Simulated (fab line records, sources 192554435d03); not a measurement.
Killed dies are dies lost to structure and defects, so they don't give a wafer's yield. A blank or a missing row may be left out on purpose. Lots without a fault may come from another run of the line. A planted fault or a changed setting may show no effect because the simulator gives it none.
Split-lot experiment | flow n5_finfet | 7 lots, 21 wafers read, on a route of 1938 steps

THE SPLIT
At N5_SD_EPI_N_DESCUM_14 (chemistry O2, time 7.9 s), the setting time_s was moved away from the recipe's 7.9 s on 6 of the 21 wafers read, by -19.9% to +7.7%. The other wafers ran this setting at the recipe's value.

The file shows no step between the split and the reading.

THE READING
CAR-ArF-block_of_SD_EPI_N_COAT_03.thk_nm (the simulator's own value, which no gauge read), in nm, at N5_SD_EPI_N_ETCH_34 (etches SiARC in CF4, target depth 45.5 nm, time 75.8 s). The file gives no usual value for it. The 15 wafers here that ran the recipe average 111.1 nm, standard deviation 0.3 nm.

wafer  | tool, chamber at the split | time_s as run, s | against the recipe | CAR-ArF-block_of_SD_EPI_N_COAT_03.thk_nm, nm | against lot-mates on the recipe
L076.1 | rie_diel-06, 0             | 7.9              | recipe             | 111                                          | -
L076.3 | rie_diel-06, 3             | 7.9              | recipe             | 111.6                                        | -
L076.5 | rie_diel-06, 2             | 7.9              | recipe             | 111.2                                        | -
L080.1 | rie_diel-05, 0             | 7.9              | recipe             | 111                                          | -
L080.3 | rie_diel-05, 2             | 6.326            | -19.9%             | 111.8                                        | +0.8
L080.6 | rie_diel-05, 0             | 7.9              | recipe             | 111                                          | -
L081.3 | rie_diel-04, 2             | 7.9              | recipe             | 110.8                                        | -
L081.4 | rie_diel-04, 0             | 6.689            | -15.3%             | 112                                          | +1.0
L081.6 | rie_diel-04, 2             | 7.9              | recipe             | 111.2                                        | -
L083.2 | rie_diel-05, 3             | 8.51             | +7.7%              | 110.4                                        | -1.0
L083.4 | rie_diel-05, 3             | 8.51             | +7.7%              | 111                                          | -0.4
L083.5 | rie_diel-05, 0             | 7.9              | recipe             | 111.4                                        | -
L095.1 | rie_diel-06, 3             | 7.9              | recipe             | 111                                          | -
L095.3 | rie_diel-06, 2             | 7.9              | recipe             | 111                                          | -
L095.4 | rie_diel-06, 1             | 7.9              | recipe             | 110.8                                        | -
L096.2 | rie_diel-06, 0             | 6.494            | -17.8%             | 112                                          | +1.6
L096.4 | rie_diel-06, 1             | 6.494            | -17.8%             | 111.6                                        | +1.2
L096.6 | rie_diel-06, 3             | 7.9              | recipe             | 110.4                                        | -
L097.1 | rie_diel-05, 3             | 7.9              | recipe             | 111.2                                        | -
L097.3 | rie_diel-05, 0             | 7.9              | recipe             | 111.6                                        | -
L097.6 | rie_diel-05, 0             | 7.9              | recipe             | 111.2                                        | -

THE FIT
A straight line over all 21 wafers: CAR-ArF-block_of_SD_EPI_N_COAT_03.thk_nm changes by -0.043 nm for each +1% of time_s; r = -0.76; the points scatter about the line by 0.3 nm.
The same after taking each lot's own level away (the mean of its wafers on the recipe; 21 wafers): -0.0674 nm for each +1%; r = -0.92; scatter 0.24 nm.
On that fit, the largest move of time_s shifts the reading by 1.3 nm.
The lots' own levels span 110.40 to 111.40 nm, that is 3.3 times the standard deviation above.
So the lot-to-lot level blurs the effect unless lot-mates are compared.
Check: with one of the wafers moved furthest among these (-19.9%) left out of the fit, the line predicts +1.53 nm for it against its lot-mates. It came out at +0.8 nm against them.

OTHER SPLITS ON THESE WAFERS
These wafers also went through other splits before the reading. Each is held against what the fit with the lots' levels taken away leaves over:
other split on the same wafers | wafers away from the commonest value | r with CAR-ArF-block_of_SD_EPI_N_COAT_03.thk_nm (lot level and that fit taken away)
N5_SD_EPI_N_EXPOSE_06 dose_mj  | 9                                    | +0.31

THE WHOLE CHAIN: every reading that the file lists as answering this split, in the file's order
step                  | what it does                                           | reading                                                                                   | change (the file's fit)                | r (the file's)
N5_SD_EPI_N_DESCUM_14 | chemistry O2, time 7.9 s                               | CAR-ArF-block_of_SD_EPI_N_COAT_03.thk_nm (the simulator's own value, which no gauge read) | -0.0567 nm for each +1% of the setting | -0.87
N5_SD_EPI_N_ETCH_34   | etches SiARC in CF4, target depth 45.5 nm, time 75.8 s | CAR-ArF-block_of_SD_EPI_N_COAT_03.thk_nm (the simulator's own value, which no gauge read) | -0.0611 nm for each +1% of the setting | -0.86

THE FILE'S OWN FIT
CAR-ArF-block_of_SD_EPI_N_COAT_03.thk_nm changes by -0.0611 nm for each +1% of time_s, r = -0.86.
